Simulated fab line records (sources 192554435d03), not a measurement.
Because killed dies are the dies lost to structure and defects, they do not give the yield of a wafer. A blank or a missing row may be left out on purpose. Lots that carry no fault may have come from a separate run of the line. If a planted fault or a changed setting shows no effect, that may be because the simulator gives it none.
What tool caused it? :: flow n5_finfet :: 24 lots with 72 wafers sampled at 6 steps, on a route of 1938 steps

## WHAT EACH GAUGE READ, for each wafer
N5_BEOL_M11_RS_MEAS_57: the measuring method here is four-point-probe. Usual: M11_RS typically reads 0.153 ohm/sq, with standard deviation 0.004.
lot: L074
measured: day 10 11:20
on: film_metro-02
M11_RS (ohm/sq): 0.153 0.157 0.152
flag: 

lot: L075
measured: day 11 00:28
on: film_metro-02
M11_RS (ohm/sq): 0.154 0.157 0.152
flag: 

lot: L077
measured: day 11 09:28
on: film_metro-02
M11_RS (ohm/sq): 0.154 0.150 0.150
flag: 

lot: L076
measured: day 11 23:15
on: film_metro-02
M11_RS (ohm/sq): 0.153 0.157 0.156
flag: 

lot: L078
measured: day 12 06:25
on: film_metro-02
M11_RS (ohm/sq): 0.155 0.154 0.148
flag: 

lot: L079
measured: day 12 17:15
on: film_metro-01
M11_RS (ohm/sq): 0.155 0.159 0.150
flag: 

lot: L080
measured: day 13 07:55
on: film_metro-01
M11_RS (ohm/sq): 0.156 0.149 0.158
flag: 

lot: L081
measured: day 13 08:14
on: film_metro-02
M11_RS (ohm/sq): 0.152 0.147 0.152
flag: 

lot: L082
measured: day 13 09:11
on: film_metro-02
M11_RS (ohm/sq): 0.147 0.154 0.146
flag: 

lot: L084
measured: day 13 16:17
on: film_metro-01
M11_RS (ohm/sq): 0.157 0.146 0.155
flag: 

lot: L083
measured: day 13 22:16
on: film_metro-02
M11_RS (ohm/sq): 0.150 0.151 0.145
flag: 

lot: L085
measured: day 13 23:45
on: film_metro-01
M11_RS (ohm/sq): 0.150 0.157 0.153
flag: 

lot: L086
measured: day 14 00:01
on: film_metro-02
M11_RS (ohm/sq): 0.146 0.154 0.148
flag: 

lot: L088
measured: day 14 11:00
on: film_metro-01
M11_RS (ohm/sq): 0.146 0.149 0.147
flag: 

lot: L087
measured: day 14 11:56
on: film_metro-02
M11_RS (ohm/sq): 0.158 0.158 0.149
flag: 

lot: L090
measured: day 14 20:15
on: film_metro-02
M11_RS (ohm/sq): 0.155 0.155 0.146
flag: 

lot: L089
measured: day 15 05:02
on: film_metro-02
M11_RS (ohm/sq): 0.157 0.148 0.149
flag: 

lot: L091
measured: day 15 11:11
on: film_metro-01
M11_RS (ohm/sq): 0.155 0.152 0.155
flag: 

lot: L092
measured: day 15 15:10
on: film_metro-02
M11_RS (ohm/sq): 0.154 0.146 0.146
flag: 

lot: L093
measured: day 15 21:53
on: film_metro-01
M11_RS (ohm/sq): 0.152 0.150 0.152
flag: 

lot: L094
measured: day 16 03:36
on: film_metro-02
M11_RS (ohm/sq): 0.157 0.153 0.156
flag: 

lot: L095
measured: day 16 15:53
on: film_metro-01
M11_RS (ohm/sq): 0.155 0.158 0.153
flag: 

lot: L096
measured: day 16 18:28
on: film_metro-02
M11_RS (ohm/sq): 0.147 0.154 0.152
flag: 

lot: L097
measured: day 16 21:38
on: film_metro-02
M11_RS (ohm/sq): 0.146 0.155 0.152
flag: 

N5_BEOL_M12_THK_MEAS_50: measures by xrf. Usual: M12_THK typically reads 326 nm, with standard deviation 7.6.
lot: L074
measured: day 10 17:02
on: film_metro-02
M12_THK (nm): 330 324 329
flag: 

lot: L075
measured: day 11 06:38
on: film_metro-01
M12_THK (nm): 324 314 314
flag: 

lot: L077
measured: day 11 15:47
on: film_metro-01
M12_THK (nm): 336 322 318
flag: 

lot: L076
measured: day 12 03:46
on: film_metro-01
M12_THK (nm): 320 312 338
flag: 

lot: L078
measured: day 12 12:00
on: film_metro-02
M12_THK (nm): 330 325 337
flag: 

lot: L079
measured: day 12 23:23
on: film_metro-01
M12_THK (nm): 328 332 328
flag: 

lot: L080
measured: day 13 12:19
on: film_metro-01
M12_THK (nm): 324 312 314
flag: 

lot: L081
measured: day 13 14:14
on: film_metro-02
M12_THK (nm): 323 332 310
flag: 

lot: L082
measured: day 13 15:34
on: film_metro-01
M12_THK (nm): 324 314 324
flag: 

lot: L084
measured: day 13 20:19
on: film_metro-02
M12_THK (nm): 322 319 331
flag: 

lot: L083
measured: day 14 03:40
on: film_metro-02
M12_THK (nm): 325 325 320
flag: 

lot: L085
measured: day 14 04:54
on: film_metro-01
M12_THK (nm): 325 321 319
flag: 

lot: L086
measured: day 14 05:02
on: film_metro-02
M12_THK (nm): 331 331 323
flag: 

lot: L088
measured: day 14 20:28
on: film_metro-02
M12_THK (nm): 334 334 322
flag: 

lot: L087
measured: day 14 22:46
on: film_metro-01
M12_THK (nm): 315 317 326
flag: 

lot: L090
measured: day 15 05:35
on: film_metro-02
M12_THK (nm): 323 322 326
flag: 

lot: L089
measured: day 15 11:16
on: film_metro-01
M12_THK (nm): 313 325 324
flag: 

lot: L091
measured: day 15 15:23
on: film_metro-01
M12_THK (nm): 317 324 344
flag: 

lot: L092
measured: day 15 18:45
on: film_metro-01
M12_THK (nm): 314 321 311
flag: 

lot: L093
measured: day 16 03:59
on: film_metro-01
M12_THK (nm): 329 332 326
flag: 

lot: L094
measured: day 16 10:37
on: film_metro-01
M12_THK (nm): 339 335 336
flag: 

lot: L095
measured: day 16 19:59
on: film_metro-02
M12_THK (nm): 324 334 323
flag: 

lot: L096
measured: day 16 23:01
on: film_metro-02
M12_THK (nm): 320 326 327
flag: 

lot: L097
measured: day 17 02:22
on: film_metro-01
M12_THK (nm): 323 331 334
flag: 

N5_BEOL_M13_CD_MEAS_10 targets a cd of 190 nm. Usual: cd_nm reads 190.6 nm (standard deviation 1.7).
lot: L074
measured: day 10 17:49
on: cd_sem-02
cd_nm (nm): 190.1 190.5 192.2
flag: 

lot: L075
measured: day 11 07:24
on: cd_sem-02
cd_nm (nm): 189.8 193.3 189.9
flag: 

lot: L077
measured: day 11 16:34
on: cd_sem-03
cd_nm (nm): 189.7 189.8 189.9
flag: 

lot: L076
measured: day 12 04:39
on: cd_sem-03
cd_nm (nm): 191.4 188.9 189.1
flag: 

lot: L078
measured: day 12 12:46
on: cd_sem-01
cd_nm (nm): 188.4 189.4 188.9
flag: 

lot: L079
measured: day 13 00:02
on: cd_sem-01
cd_nm (nm): 187.5 188.4 189.7
flag: 

lot: L080
measured: day 13 13:07
on: cd_sem-03
cd_nm (nm): 190.4 192.1 188.1
flag: 

lot: L081
measured: day 13 15:02
on: cd_sem-02
cd_nm (nm): 191.4 190.4 190.5
flag: 

lot: L082
measured: day 13 16:18
on: cd_sem-02
cd_nm (nm): 187.5 191.2 192.0
flag: 

lot: L084
measured: day 13 21:04
on: cd_sem-03
cd_nm (nm): 195.3 192.2 195.4
flag: 

lot: L083
measured: day 14 04:19
on: cd_sem-01
cd_nm (nm): 191.4 190.2 191.7
flag: 

lot: L085
measured: day 14 05:33
on: cd_sem-03
cd_nm (nm): 193.5 194.0 189.7
flag: 

lot: L086
measured: day 14 05:47
on: cd_sem-01
cd_nm (nm): 190.0 190.2 189.8
flag: 

lot: L088
measured: day 14 21:14
on: cd_sem-01
cd_nm (nm): 189.9 190.5 190.4
flag: 

lot: L087
measured: day 14 23:25
on: cd_sem-02
cd_nm (nm): 194.5 190.9 194.0
flag: 

lot: L090
measured: day 15 06:21
on: cd_sem-03
cd_nm (nm): 191.9 190.8 191.0
flag: 

lot: L089
measured: day 15 11:55
on: cd_sem-03
cd_nm (nm): 190.5 191.2 191.5
flag: 

lot: L091
measured: day 15 16:01
on: cd_sem-03
cd_nm (nm): 190.4 189.3 190.4
flag: 

lot: L092
measured: day 15 19:23
on: cd_sem-02
cd_nm (nm): 189.9 189.4 190.4
flag: 

lot: L093
measured: day 16 04:46
on: cd_sem-03
cd_nm (nm): 191.4 189.9 194.0
flag: 

lot: L094
measured: day 16 11:23
on: cd_sem-02
cd_nm (nm): 187.0 186.6 190.3
flag: 

lot: L095
measured: day 16 20:46
on: cd_sem-01
cd_nm (nm): 191.3 189.5 191.9
flag: 

lot: L096
measured: day 16 23:39
on: cd_sem-01
cd_nm (nm): 191.5 190.6 189.8
flag: 

lot: L097
measured: day 17 03:00
on: cd_sem-01
cd_nm (nm): 190.2 190.6 191.5
flag: 

## TOOL THAT RAN EACH LOT (tool first, then ch and the chambers of the sampled wafers, then the start)
lot: L074
N5_BEOL_M11_DEGAS_44: pvd_sputter-02, day 10 08:24
N5_BEOL_M12_ETCH_68: rie_diel-01 ch 0,2,3, day 10 13:08
N5_BEOL_M12_SPUTTER_43: pvd_sputter-02, day 10 15:54

lot: L075
N5_BEOL_M11_DEGAS_44: pvd_sputter-03, day 10 22:40
N5_BEOL_M12_ETCH_68: rie_diel-04 ch 0,2, day 11 02:15
N5_BEOL_M12_SPUTTER_43: pvd_sputter-02, day 11 05:29

lot: L077
N5_BEOL_M11_DEGAS_44: pvd_sputter-01, day 11 05:59
N5_BEOL_M12_ETCH_68: rie_diel-04 ch 0,1,3, day 11 11:08
N5_BEOL_M12_SPUTTER_43: pvd_sputter-02, day 11 14:24

lot: L076
N5_BEOL_M11_DEGAS_44: pvd_sputter-02, day 11 21:23
N5_BEOL_M12_ETCH_68: rie_diel-04 ch 0,1,2, day 12 01:07
N5_BEOL_M12_SPUTTER_43: pvd_sputter-03, day 12 02:44

lot: L078
N5_BEOL_M11_DEGAS_44: pvd_sputter-03, day 12 04:05
N5_BEOL_M12_ETCH_68: rie_diel-06 ch 0,2,3, day 12 08:13
N5_BEOL_M12_SPUTTER_43: pvd_sputter-02, day 12 10:59

lot: L079
N5_BEOL_M11_DEGAS_44: pvd_sputter-01, day 12 14:29
N5_BEOL_M12_ETCH_68: rie_diel-01 ch 0,1, day 12 19:25
N5_BEOL_M12_SPUTTER_43: pvd_sputter-02, day 12 22:22

lot: L080
N5_BEOL_M11_DEGAS_44: pvd_sputter-01, day 13 06:16
N5_BEOL_M12_ETCH_68: rie_diel-04 ch 2,3, day 13 09:55
N5_BEOL_M12_SPUTTER_43: pvd_sputter-02, day 13 10:39

lot: L081
N5_BEOL_M11_DEGAS_44: pvd_sputter-01, day 13 06:35
N5_BEOL_M12_ETCH_68: rie_diel-04 ch 0,1,2, day 13 10:24
N5_BEOL_M12_SPUTTER_43: pvd_sputter-02, day 13 13:14

lot: L082
N5_BEOL_M11_DEGAS_44: pvd_sputter-01, day 13 06:43
N5_BEOL_M12_ETCH_68: rie_diel-04 ch 0,2,3, day 13 11:03
N5_BEOL_M12_SPUTTER_43: pvd_sputter-01, day 13 14:33

lot: L084
N5_BEOL_M11_DEGAS_44: pvd_sputter-03, day 13 14:14
N5_BEOL_M12_ETCH_68: rie_diel-06 ch 0,1,3, day 13 18:22
N5_BEOL_M12_SPUTTER_43: pvd_sputter-01, day 13 19:17

lot: L083
N5_BEOL_M11_DEGAS_44: pvd_sputter-01, day 13 19:05
N5_BEOL_M12_ETCH_68: rie_diel-01 ch 0,3, day 14 00:02
N5_BEOL_M12_SPUTTER_43: pvd_sputter-01, day 14 01:14

lot: L085
N5_BEOL_M11_DEGAS_44: pvd_sputter-02, day 13 22:11
N5_BEOL_M12_ETCH_68: rie_diel-01 ch 1,3, day 14 01:40
N5_BEOL_M12_SPUTTER_43: pvd_sputter-02, day 14 03:53

lot: L086
N5_BEOL_M11_DEGAS_44: pvd_sputter-02, day 13 22:16
N5_BEOL_M12_ETCH_68: rie_diel-06 ch 1,2, day 14 01:55
N5_BEOL_M12_SPUTTER_43: pvd_sputter-01, day 14 03:54

lot: L088
N5_BEOL_M11_DEGAS_44: pvd_sputter-01, day 14 07:49
N5_BEOL_M12_ETCH_68: rie_diel-06 ch 1,3, day 14 12:59
N5_BEOL_M12_SPUTTER_43: pvd_sputter-02, day 14 18:51

lot: L087
N5_BEOL_M11_DEGAS_44: pvd_sputter-02, day 14 08:40
N5_BEOL_M12_ETCH_68: rie_diel-06 ch 1,3, day 14 13:37
N5_BEOL_M12_SPUTTER_43: pvd_sputter-03, day 14 20:53

lot: L090
N5_BEOL_M11_DEGAS_44: pvd_sputter-02, day 14 17:51
N5_BEOL_M12_ETCH_68: rie_diel-01 ch 0,1,2, day 14 22:03
N5_BEOL_M12_SPUTTER_43: pvd_sputter-03, day 15 04:20

lot: L089
N5_BEOL_M11_DEGAS_44: pvd_sputter-03, day 15 02:49
N5_BEOL_M12_ETCH_68: rie_diel-04 ch 2,3, day 15 07:05
N5_BEOL_M12_SPUTTER_43: pvd_sputter-02, day 15 10:07

lot: L091
N5_BEOL_M11_DEGAS_44: pvd_sputter-02, day 15 09:10
N5_BEOL_M12_ETCH_68: rie_diel-04 ch 0,1,2, day 15 13:07
N5_BEOL_M12_SPUTTER_43: pvd_sputter-01, day 15 14:22

lot: L092
N5_BEOL_M11_DEGAS_44: pvd_sputter-03, day 15 13:34
N5_BEOL_M12_ETCH_68: rie_diel-04 ch 2,3, day 15 16:50
N5_BEOL_M12_SPUTTER_43: pvd_sputter-03, day 15 17:44

lot: L093
N5_BEOL_M11_DEGAS_44: pvd_sputter-03, day 15 20:21
N5_BEOL_M12_ETCH_68: rie_diel-01 ch 0,1,2, day 15 23:41
N5_BEOL_M12_SPUTTER_43: pvd_sputter-01, day 16 02:58

lot: L094
N5_BEOL_M11_DEGAS_44: pvd_sputter-03, day 16 00:19
N5_BEOL_M12_ETCH_68: rie_diel-01 ch 0,3, day 16 07:42
N5_BEOL_M12_SPUTTER_43: pvd_sputter-03, day 16 09:36

lot: L095
N5_BEOL_M11_DEGAS_44: pvd_sputter-02, day 16 12:40
N5_BEOL_M12_ETCH_68: rie_diel-04 ch 1,2,3, day 16 18:01
N5_BEOL_M12_SPUTTER_43: pvd_sputter-03, day 16 18:59

lot: L096
N5_BEOL_M11_DEGAS_44: pvd_sputter-02, day 16 16:16
N5_BEOL_M12_ETCH_68: rie_diel-01 ch 1,2, day 16 20:18
N5_BEOL_M12_SPUTTER_43: pvd_sputter-01, day 16 22:00

lot: L097
N5_BEOL_M11_DEGAS_44: pvd_sputter-03, day 16 19:25
N5_BEOL_M12_ETCH_68: rie_diel-06 ch 0,1,2, day 16 23:27
N5_BEOL_M12_SPUTTER_43: pvd_sputter-02, day 17 01:21
- N5_BEOL_M11_DEGAS_44: time 60 s.
- N5_BEOL_M12_ETCH_68: etches SOC in N2/H2, time 285 s.
- N5_BEOL_M12_SPUTTER_43: material TaN, target thk 15 nm, time 24.19 s.

## WHAT THE TOOLS THEMSELVES READ (means of the sampled wafers that have a number; where no wafer has one, the mark that the record gives instead)
N5_BEOL_M11_DEGAS_44. Usual: heater_power_w reads 331 W (standard deviation 25).
lot: L074
tool: pvd_sputter-02
heater_power_w (W): 325
flag: 

lot: L075
tool: pvd_sputter-03
heater_power_w (W): 318
flag: 

lot: L077
tool: pvd_sputter-01
heater_power_w (W): 339
flag: 

lot: L076
tool: pvd_sputter-02
heater_power_w (W): 328
flag: 

lot: L078
tool: pvd_sputter-03
heater_power_w (W): 333
flag: 

lot: L079
tool: pvd_sputter-01
heater_power_w (W): 323
flag: 

lot: L080
tool: pvd_sputter-01
heater_power_w (W): 313
flag: 

lot: L081
tool: pvd_sputter-01
heater_power_w (W): 330
flag: 

lot: L082
tool: pvd_sputter-01
heater_power_w (W): 335
flag: 

lot: L084
tool: pvd_sputter-03
heater_power_w (W): 321
flag: 

lot: L083
tool: pvd_sputter-01
heater_power_w (W): 336
flag: 

lot: L085
tool: pvd_sputter-02
heater_power_w (W): 343
flag: 

lot: L086
tool: pvd_sputter-02
heater_power_w (W): 334
flag: 

lot: L088
tool: pvd_sputter-01
heater_power_w (W): 328
flag: 

lot: L087
tool: pvd_sputter-02
heater_power_w (W): 342
flag: 

lot: L090
tool: pvd_sputter-02
heater_power_w (W): 338
flag: 

lot: L089
tool: pvd_sputter-03
heater_power_w (W): 359
flag: 

lot: L091
tool: pvd_sputter-02
heater_power_w (W): 343
flag: 

lot: L092
tool: pvd_sputter-03
heater_power_w (W): 329
flag: 

lot: L093
tool: pvd_sputter-03
heater_power_w (W): 331
flag: 

lot: L094
tool: pvd_sputter-03
heater_power_w (W): 330
flag: 

lot: L095
tool: pvd_sputter-02
heater_power_w (W): 343
flag: 

lot: L096
tool: pvd_sputter-02
heater_power_w (W): 319
flag: 

lot: L097
tool: pvd_sputter-03
heater_power_w (W): 305
flag: 

N5_BEOL_M12_ETCH_68. Usual: value, then standard deviation, for each; chamber_pressure_mTorr 30.00 mTorr / 0.031; drypump_motor_current_A 5.7 A / 0.41; h2_flow_sccm 199.9 sccm / 0.58; oes_product_au 0.81 a.u. / 0.075; rf_vpp_V 523.3 V / 2.4; showerhead_plenum_p_Torr 2.53 Torr / 0.084; throttle_valve_pct 17.70 % / 0.13.
lot: L074
tool: rie_diel-01
chamber_pressure_mTorr (mTorr): 30.00
drypump_motor_current_A (A): 5.6
h2_flow_sccm (sccm): 200.5
oes_product_au (a.u.): 0.88
rf_vpp_V (V): 523.7
showerhead_plenum_p_Torr (Torr): 2.55
throttle_valve_pct (%): 17.60
flag: 

lot: L075
tool: rie_diel-04
chamber_pressure_mTorr (mTorr): 30.01
drypump_motor_current_A (A): 6.0
h2_flow_sccm (sccm): 199.6
oes_product_au (a.u.): 0.73
rf_vpp_V (V): 522.1
showerhead_plenum_p_Torr (Torr): 2.49
throttle_valve_pct (%): 17.58
flag: 

lot: L077
tool: rie_diel-04
chamber_pressure_mTorr (mTorr): 30.04
drypump_motor_current_A (A): 5.6
h2_flow_sccm (sccm): 199.8
oes_product_au (a.u.): 0.83
rf_vpp_V (V): 521.9
showerhead_plenum_p_Torr (Torr): 2.50
throttle_valve_pct (%): 17.74
flag: 

lot: L076
tool: rie_diel-04
chamber_pressure_mTorr (mTorr): 29.99
drypump_motor_current_A (A): 5.9
h2_flow_sccm (sccm): 200.2
oes_product_au (a.u.): 0.80
rf_vpp_V (V): 523.4
showerhead_plenum_p_Torr (Torr): 2.52
throttle_valve_pct (%): 17.67
flag: 

lot: L078
tool: rie_diel-06
chamber_pressure_mTorr (mTorr): 30.02
drypump_motor_current_A (A): 5.3
h2_flow_sccm (sccm): 199.7
oes_product_au (a.u.): 0.79
rf_vpp_V (V): 524.1
showerhead_plenum_p_Torr (Torr): 2.55
throttle_valve_pct (%): 17.66
flag: 

lot: L079
tool: rie_diel-01
chamber_pressure_mTorr (mTorr): 30.02
drypump_motor_current_A (A): 5.3
h2_flow_sccm (sccm): 199.5
oes_product_au (a.u.): 0.88
rf_vpp_V (V): 522.7
showerhead_plenum_p_Torr (Torr): 2.54
throttle_valve_pct (%): 17.73
flag: 

lot: L080
tool: rie_diel-04
chamber_pressure_mTorr (mTorr): 29.97
drypump_motor_current_A (A): 5.7
h2_flow_sccm (sccm): 199.9
oes_product_au (a.u.): 0.71
rf_vpp_V (V): 522.3
showerhead_plenum_p_Torr (Torr): 2.49
throttle_valve_pct (%): 17.68
flag: 

lot: L081
tool: rie_diel-04
chamber_pressure_mTorr (mTorr): 29.99
drypump_motor_current_A (A): 5.9
h2_flow_sccm (sccm): 200.0
oes_product_au (a.u.): 0.76
rf_vpp_V (V): 522.6
showerhead_plenum_p_Torr (Torr): 2.52
throttle_valve_pct (%): 17.68
flag: 

lot: L082
tool: rie_diel-04
chamber_pressure_mTorr (mTorr): 30.03
drypump_motor_current_A (A): 5.7
h2_flow_sccm (sccm): 199.5
oes_product_au (a.u.): 0.74
rf_vpp_V (V): 521.5
showerhead_plenum_p_Torr (Torr): 2.47
throttle_valve_pct (%): 17.69
flag: 

lot: L084
tool: rie_diel-06
chamber_pressure_mTorr (mTorr): 29.99
drypump_motor_current_A (A): 5.6
h2_flow_sccm (sccm): 199.8
oes_product_au (a.u.): 0.78
rf_vpp_V (V): 525.7
showerhead_plenum_p_Torr (Torr): 2.58
throttle_valve_pct (%): 17.70
flag: 

lot: L083
tool: rie_diel-01
chamber_pressure_mTorr (mTorr): 30.02
drypump_motor_current_A (A): 5.8
h2_flow_sccm (sccm): 199.7
oes_product_au (a.u.): 0.86
rf_vpp_V (V): 524.1
showerhead_plenum_p_Torr (Torr): 2.55
throttle_valve_pct (%): 17.70
flag: 

lot: L085
tool: rie_diel-01
chamber_pressure_mTorr (mTorr): 29.99
drypump_motor_current_A (A): 5.6
h2_flow_sccm (sccm): 200.5
oes_product_au (a.u.): 0.90
rf_vpp_V (V): 522.2
showerhead_plenum_p_Torr (Torr): 2.49
throttle_valve_pct (%): 17.69
flag: 

lot: L086
tool: rie_diel-06
chamber_pressure_mTorr (mTorr): 29.99
drypump_motor_current_A (A): 6.0
h2_flow_sccm (sccm): 199.7
oes_product_au (a.u.): 0.81
rf_vpp_V (V): 524.2
showerhead_plenum_p_Torr (Torr): 2.60
throttle_valve_pct (%): 17.66
flag: 

lot: L088
tool: rie_diel-06
chamber_pressure_mTorr (mTorr): 29.98
drypump_motor_current_A (A): 5.5
h2_flow_sccm (sccm): 199.6
oes_product_au (a.u.): 0.81
rf_vpp_V (V): 524.0
showerhead_plenum_p_Torr (Torr): 2.54
throttle_valve_pct (%): 17.80
flag: 

lot: L087
tool: rie_diel-06
chamber_pressure_mTorr (mTorr): 29.99
drypump_motor_current_A (A): 5.9
h2_flow_sccm (sccm): 199.6
oes_product_au (a.u.): 0.81
rf_vpp_V (V): 524.5
showerhead_plenum_p_Torr (Torr): 2.61
throttle_valve_pct (%): 17.75
flag: 

lot: L090
tool: rie_diel-01
chamber_pressure_mTorr (mTorr): 29.97
drypump_motor_current_A (A): 5.4
h2_flow_sccm (sccm): 200.3
oes_product_au (a.u.): 0.81
rf_vpp_V (V): 524.0
showerhead_plenum_p_Torr (Torr): 2.52
throttle_valve_pct (%): 17.69
flag: 

lot: L089
tool: rie_diel-04
chamber_pressure_mTorr (mTorr): 30.03
drypump_motor_current_A (A): 5.4
h2_flow_sccm (sccm): 201.0
oes_product_au (a.u.): 0.74
rf_vpp_V (V): 520.8
showerhead_plenum_p_Torr (Torr): 2.46
throttle_valve_pct (%): 17.80
flag: 

lot: L091
tool: rie_diel-04
chamber_pressure_mTorr (mTorr): 30.01
drypump_motor_current_A (A): 5.9
h2_flow_sccm (sccm): 199.6
oes_product_au (a.u.): 0.76
rf_vpp_V (V): 523.5
showerhead_plenum_p_Torr (Torr): 2.51
throttle_valve_pct (%): 17.71
flag: 

lot: L092
tool: rie_diel-04
chamber_pressure_mTorr (mTorr): 30.01
drypump_motor_current_A (A): 5.7
h2_flow_sccm (sccm): 198.9
oes_product_au (a.u.): 0.70
rf_vpp_V (V): 523.1
showerhead_plenum_p_Torr (Torr): 2.48
throttle_valve_pct (%): 17.73
flag: 

lot: L093
tool: rie_diel-01
chamber_pressure_mTorr (mTorr): 30.00
drypump_motor_current_A (A): 5.4
h2_flow_sccm (sccm): 199.4
oes_product_au (a.u.): 0.80
rf_vpp_V (V): 522.2
showerhead_plenum_p_Torr (Torr): 2.52
throttle_valve_pct (%): 17.72
flag: 

lot: L094
tool: rie_diel-01
chamber_pressure_mTorr (mTorr): 29.99
drypump_motor_current_A (A): 5.8
h2_flow_sccm (sccm): 199.5
oes_product_au (a.u.): 0.85
rf_vpp_V (V): 523.6
showerhead_plenum_p_Torr (Torr): 2.54
throttle_valve_pct (%): 17.73
flag: 

lot: L095
tool: rie_diel-04
chamber_pressure_mTorr (mTorr): 30.01
drypump_motor_current_A (A): 5.7
h2_flow_sccm (sccm): 200.0
oes_product_au (a.u.): 0.85
rf_vpp_V (V): 522.1
showerhead_plenum_p_Torr (Torr): 2.51
throttle_valve_pct (%): 17.70
flag: 

lot: L096
tool: rie_diel-01
chamber_pressure_mTorr (mTorr): 29.98
drypump_motor_current_A (A): 5.5
h2_flow_sccm (sccm): 200.3
oes_product_au (a.u.): 0.81
rf_vpp_V (V): 521.1
showerhead_plenum_p_Torr (Torr): 2.45
throttle_valve_pct (%): 17.62
flag: 

lot: L097
tool: rie_diel-06
chamber_pressure_mTorr (mTorr): 29.98
drypump_motor_current_A (A): 5.8
h2_flow_sccm (sccm): 200.2
oes_product_au (a.u.): 0.84
rf_vpp_V (V): 525.9
showerhead_plenum_p_Torr (Torr): 2.61
throttle_valve_pct (%): 17.57
flag: 

N5_BEOL_M12_SPUTTER_43. Usual: cathode_dc_power_W 15000 W, standard deviation 3; substrate_temp_c 50.01 C, standard deviation 0.11; throttle_valve_pct 29.9 %, standard deviation 0.94.
lot: L074
tool: pvd_sputter-02
cathode_dc_power_W (W): 15001
substrate_temp_c (C): 49.94
throttle_valve_pct (%): 30.4
flag: 

lot: L075
tool: pvd_sputter-02
cathode_dc_power_W (W): 14999
substrate_temp_c (C): 50.00
throttle_valve_pct (%): 29.9
flag: 

lot: L077
tool: pvd_sputter-02
cathode_dc_power_W (W): 15002
substrate_temp_c (C): 50.01
throttle_valve_pct (%): 29.6
flag: 

lot: L076
tool: pvd_sputter-03
cathode_dc_power_W (W): 15000
substrate_temp_c (C): 50.01
throttle_valve_pct (%): 30.9
flag: 

lot: L078
tool: pvd_sputter-02
cathode_dc_power_W (W): 15001
substrate_temp_c (C): 49.95
throttle_valve_pct (%): 29.7
flag: 

lot: L079
tool: pvd_sputter-02
cathode_dc_power_W (W): 14999
substrate_temp_c (C): 50.02
throttle_valve_pct (%): 30.0
flag: 

lot: L080
tool: pvd_sputter-02
cathode_dc_power_W (W): 15000
substrate_temp_c (C): 50.12
throttle_valve_pct (%): 30.4
flag: 

lot: L081
tool: pvd_sputter-02
cathode_dc_power_W (W): 14998
substrate_temp_c (C): 50.11
throttle_valve_pct (%): 29.4
flag: 

lot: L082
tool: pvd_sputter-01
cathode_dc_power_W (W): 14999
substrate_temp_c (C): 50.02
throttle_valve_pct (%): 29.9
flag: 

lot: L084
tool: pvd_sputter-01
cathode_dc_power_W (W): 14997
substrate_temp_c (C): 50.04
throttle_valve_pct (%): 29.8
flag: 

lot: L083
tool: pvd_sputter-01
cathode_dc_power_W (W): 15004
substrate_temp_c (C): 49.88
throttle_valve_pct (%): 29.9
flag: 

lot: L085
tool: pvd_sputter-02
cathode_dc_power_W (W): 14997
substrate_temp_c (C): 49.94
throttle_valve_pct (%): 30.4
flag: 

lot: L086
tool: pvd_sputter-01
cathode_dc_power_W (W): 15000
substrate_temp_c (C): 50.03
throttle_valve_pct (%): 29.8
flag: 

lot: L088
tool: pvd_sputter-02
cathode_dc_power_W (W): 15000
substrate_temp_c (C): 50.03
throttle_valve_pct (%): 30.3
flag: 

lot: L087
tool: pvd_sputter-03
cathode_dc_power_W (W): 14999
substrate_temp_c (C): 50.09
throttle_valve_pct (%): 30.3
flag: 

lot: L090
tool: pvd_sputter-03
cathode_dc_power_W (W): 14998
substrate_temp_c (C): 50.10
throttle_valve_pct (%): 30.0
flag: 

lot: L089
tool: pvd_sputter-02
cathode_dc_power_W (W): 15003
substrate_temp_c (C): 50.03
throttle_valve_pct (%): 30.6
flag: 

lot: L091
tool: pvd_sputter-01
cathode_dc_power_W (W): 14998
substrate_temp_c (C): 50.17
throttle_valve_pct (%): 29.7
flag: 

lot: L092
tool: pvd_sputter-03
cathode_dc_power_W (W): 15000
substrate_temp_c (C): 49.98
throttle_valve_pct (%): 29.0
flag: 

lot: L093
tool: pvd_sputter-01
cathode_dc_power_W (W): 15000
substrate_temp_c (C): 50.00
throttle_valve_pct (%): 30.3
flag: 

lot: L094
tool: pvd_sputter-03
cathode_dc_power_W (W): 15002
substrate_temp_c (C): 49.98
throttle_valve_pct (%): 29.5
flag: 

lot: L095
tool: pvd_sputter-03
cathode_dc_power_W (W): 15003
substrate_temp_c (C): 49.97
throttle_valve_pct (%): 30.4
flag: 

lot: L096
tool: pvd_sputter-01
cathode_dc_power_W (W): 15001
substrate_temp_c (C): 50.01
throttle_valve_pct (%): 29.8
flag: 

lot: L097
tool: pvd_sputter-02
cathode_dc_power_W (W): 15002
substrate_temp_c (C): 49.89
throttle_valve_pct (%): 29.7
flag: 

## THE ANSWER, worked out from the rows above alone
Rule: a lot is off if the mean of its wafers that have a number lies more than 3 standard deviations from the usual mean. A lot without any number at a reading at which 4 lots or more have one is off too. Where the step has rows for the other lots, those lots are counted as sound. Order of review: gauges by route order, followed by the tools' own readings, for which a lot's mean as printed above is used. At the first step where some lot is off, the reading lying furthest off is the one used; lots without a number count as furthest.
None of the lots is off at any reading shown; this tells nothing.

## WHAT THE SIMULATOR HAD PUT IN
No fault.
